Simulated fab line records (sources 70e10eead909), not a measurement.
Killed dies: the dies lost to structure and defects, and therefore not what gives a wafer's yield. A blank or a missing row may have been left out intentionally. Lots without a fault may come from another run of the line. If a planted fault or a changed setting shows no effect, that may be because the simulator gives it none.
Chamber matching    flow nand_harc    4 sister chambers for NHARC_A_STAIRCASE_TRIM_196 on rie_diel-04
The step chemistry O2, time 211.2 s. 24 wafers are shown with their chamber, then 12 later ones without.

WAFERS WITH THEIR CHAMBER
wafer   chamber  showerhead_plenum_p_Torr (Torr)  rf_vpp_V (V)  oes_product_au (a.u.)
L075.2  2        3.59                             57.7          0.999
L075.4  3        3.34                             57.9          1.012
L075.5  0        3.59                             57.4          0.998
L076.1  0        3.59                             58.0          0.999
L076.3  1        3.53                             58.1          0.998
L076.6  1        3.54                             58.1          1.001
L078.1  1        3.53                             58.0          1.012
L078.2  2        3.59                             59.0          1.006
L078.4  0        3.59                             56.8          1.001
L079.1  3        3.33                             57.9          1.002
L079.3  0        3.59                             57.4          0.991
L079.6  1        3.53                             57.2          0.999
L079.2  1        3.53                             57.5          1.001
L079.4  2        3.59                             59.9          0.991
L079.5  0        3.59                             57.0          1.000
L080.2  1        3.53                             57.1          0.989
L080.3  3        3.33                             57.9          0.996
L080.4  2        3.58                             58.1          0.992
L080.1  2        3.58                             57.8          1.004
L080.5  3        3.33                             55.4          1.000
L080.6  1        3.53                             58.1          1.003
L088.1  1        3.52                             59.2          1.003
L088.3  3        3.32                             58.3          1.001
L088.4  2        3.58                             58.6          0.999

SIGNATURES (means of the wafers above)
reading                   chamber 0  chamber 1  chamber 2  chamber 3  scatter within a chamber
showerhead_plenum_p_Torr  3.5900     3.5300     3.5850     3.3300     0.00524
rf_vpp_V                  57.320     57.913     58.517     57.480     0.806
oes_product_au            0.99780    1.00075    0.99850    1.00220    0.00581
Rule: a wafer's distance from a chamber is the root of the sum, over the readings, of the square of ((its reading less the chamber's mean) divided by the reading's scatter). If the next closest chamber is less than 2 further off than the closest, the wafer can't be placed; otherwise it belongs to the closest. How the scatter is found: for the shown wafers, subtract from each reading the mean of its chamber, square and add these, divide the total by (wafers less chambers), then take the root.

WAFERS WHOSE CHAMBER IS MISSING
wafer   showerhead_plenum_p_Torr (Torr)  rf_vpp_V (V)  oes_product_au (a.u.)
L092.2  3.52                             58.7          0.995
L092.4  3.32                             56.9          0.995
L092.5  3.32                             55.8          0.998
L094.1  3.57                             58.1          0.990
L094.3  3.51                             59.1          1.014
L094.5  3.51                             57.4          1.000
L096.1  3.51                             55.9          1.002
L096.5  3.57                             57.7          0.994
L096.6  3.51                             57.3          0.993
L097.2  3.57                             60.3          1.000
L097.4  3.31                             56.5          1.004
L097.5  3.56                             56.6          1.001

CHAMBER TAKEN BY EACH
wafer   from the rows above           in truth
L092.2  1                             1
L092.4  3                             3
L092.5  3                             3
L094.1  can't be placed: 2 or 0       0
L094.3  1                             1
L094.5  1                             1
L096.1  1                             1
L096.5  can't be placed: 2 or 0       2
L096.6  1                             1
L097.2  can't be placed: 2 or 0       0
L097.4  3                             3
L097.5  can't be placed: 2 or 0 or 1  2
8 of 12 placed correctly. These rows do not allow placing 4 (true chamber among the candidates in 4). Wrongly placed: 0.
